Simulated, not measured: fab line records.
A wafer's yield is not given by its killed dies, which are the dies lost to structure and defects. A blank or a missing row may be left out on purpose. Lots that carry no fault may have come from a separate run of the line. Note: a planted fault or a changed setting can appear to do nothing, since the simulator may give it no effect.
Comparing a struck lot with a sound one / flow nand-harc / 25 steps out of a route of 1302
Sound: wafers L285.2, L285.4, L285.6. The struck wafers were L292.1, L292.4, L292.5. Last of all comes the cause.
Order at every step that has rows: each side's tool, ch and its chambers, its first start. Under that, the readings that differ: sound wafers / struck wafers / difference of the means / sigmas: that difference in standard deviations of wafers without a fault.
alike: readings whose means differ by less than 2 such deviations, and words and numbers that are the same on both sides. not compared: withheld readings, readings that some wafer has no value for, bounds like >300 that may hide the same value, and numbers for which the record gives no deviation and whose values overlap.
The two part at a step that has a row with sigmas, a row that says differs or no value, or rows on one side only. Numbers that don't overlap but have no deviation are shown without sigmas and don't part them. A reading missing from all wafers of one side parts the sides only when that side holds two or more wafers.

first, 1 step without rows for these wafers: NHARC_P_M0_SRD_25.
NHARC_P_M0_INSPECT_27:
  sound: defect-inspect-01 at day 5 22:11; struck: defect-inspect-01 at day 9 01:42
  alike: raw-defect-count
NHARC_P_M0_PRE_CLEAN_31: time 12 s.
  sound on pecvd-01 ch 0,1, day 5 22:16; struck on pecvd-01 ch 0,1,2, day 9 01:47
  alike: heater-power-w
  not compared: since-wet-clean-h
NHARC_P_M0_DEP_32: deposits SiCN, target thk 30 nm.
  sound on pecvd-01 ch 0,1, day 5 22:23; struck on pecvd-01 ch 0,1,2, day 9 01:53
  alike: heater-power-w
  not compared: since-wet-clean-h
then, 7 steps without rows for these wafers: NHARC_P_M1_DEP_00 (deposits SiOC, target thk 182.5 nm); NHARC_P_M1_DEHYDRATE_01 (time 120 s); NHARC_P_M1_HMDS_02 (time 30 s); NHARC_P_M1_COAT_34 (time 65 s); NHARC_P_M1_COAT_03 (resist thk 90 nm); NHARC_P_M1_SOFTBAKE_04 (time 55 s); NHARC_P_M1_EBR_05.
NHARC_P_M1_EXPOSE_06: exposes mask P M1, target cd 130 nm.
  sound on arfi-scanner-01 ch 0, day 5 23:18; struck on arfi-scanner-03 ch 0, day 9 02:57
reading=exposure-dose-mJ-cm2; sound=81.78 82.03 81.82; struck=86.29 86.22 86.19; difference=+4.36; sigmas=+40
  alike: mask
then, 2 steps without rows for these wafers: NHARC_P_M1_PEB_07 (peb time 65 s); NHARC_P_M1_DEVELOP_08 (develop time 35 s).
NHARC_P_M1_CD_MEAS_09: the cd target is 130 nm.
  sound on cd-sem-03 ch 0, day 5 23:26; struck on cd-sem-02 ch 0, day 9 03:05
reading=cd-nm (nm); sound=129.6 130.8 130.7; struck=135.8 133.9 135.2; difference=+4.6; sigmas=+4
NHARC_P_M1_OVL_MEAS_10: pitch 260 nm.
  sound: overlay-02 at day 5 23:31; struck: overlay-02 at day 9 03:11
  alike: overlay-x-nm, overlay-y-nm
NHARC_P_M1_INSPECT_11:
  sound: defect-inspect-02 at day 5 23:34; struck: defect-inspect-01 at day 9 03:13
  alike: raw-defect-count
NHARC_P_M1_DESCUM_14: chemistry O2, time 3 s.
  sound on rie-diel-08 ch 0,1, day 5 23:38; struck on rie-diel-13 ch 0,1,2, day 9 03:17
reading=model.P_M1.cd-nm (nm); sound=130.6 131.9 129.9; struck=135.3 134.5 135.6; difference=+4.3; sigmas=
  alike: drypump-motor-current-A, oes-product-au, rf-vpp-V, showerhead-plenum-p-Torr, throttle-valve-pct
  not compared: rf-hours-counter-h
NHARC_P_M1_ETCH_35: etches the open film in N2/H2, target depth 40 nm, overetch 12 nm, time 43.94 s.
  sound on rie-diel-08 ch 0,1,3, day 5 23:43; struck on rie-diel-13 ch 2,3, day 9 03:22
  alike: drypump-motor-current-A, oes-product-au, rf-vpp-V, showerhead-plenum-p-Torr, throttle-valve-pct
  not compared: rf-hours-counter-h
NHARC_P_M1_ETCH_15: etches the open film in C4F8/Ar, target depth 182.5 nm, time 91.2 s.
  sound on rie-diel-08 ch 0,1,3; struck on rie-diel-13 ch 0,3
  alike: oes-product-au, rf-vpp-V
  not compared: rf-hours-counter-h
NHARC_P_M1_CD_MEAS_16:
  sound: cd-sem-01 at day 5 23:58; struck: cd-sem-01 at day 9 03:35
reading=cd-nm (nm); sound=130.8 131.4 129.6; struck=135.1 134.7 135.4; difference=+4.5; sigmas=+3
NHARC_P_M1_STRIP_18: strips in N2/H2.
  sound on rie-diel-08 ch 0,1, day 6 00:04; struck on rie-diel-13 ch 0,3, day 9 03:41
  alike: drypump-motor-current-A, oes-product-au, rf-vpp-V, showerhead-plenum-p-Torr, throttle-valve-pct
  not compared: rf-hours-counter-h
NHARC_P_M1_ETCH_28: etches the open film in CF4/N2, target depth 30 nm, time 72.99 s.
  sound on rie-diel-08 ch 0,1; struck on rie-diel-13 ch 0,2,3
reading=model.P_M1.cd-nm (nm); sound=129.5 131.1 128.3; struck=135.7 135.2 136.6; difference=+6.2; sigmas=
  alike: drypump-motor-current-A, oes-product-au, rf-vpp-V, showerhead-plenum-p-Torr, throttle-valve-pct
  not compared: rf-hours-counter-h
then, 2 steps without rows for these wafers: NHARC_P_M1_STRIP_19 (strips in post etch residue remover, time 600 s); NHARC_END_SORT_01.

WHERE THEY PART
Earliest at NHARC_P_M1_EXPOSE_06; latest, in this record, at NHARC_P_M1_CD_MEAS_16. Later steps at which nothing parts them and some readings are alike: NHARC_P_M1_STRIP_18, NHARC_P_M1_ETCH_28.

WHY: the cause the simulator had injected
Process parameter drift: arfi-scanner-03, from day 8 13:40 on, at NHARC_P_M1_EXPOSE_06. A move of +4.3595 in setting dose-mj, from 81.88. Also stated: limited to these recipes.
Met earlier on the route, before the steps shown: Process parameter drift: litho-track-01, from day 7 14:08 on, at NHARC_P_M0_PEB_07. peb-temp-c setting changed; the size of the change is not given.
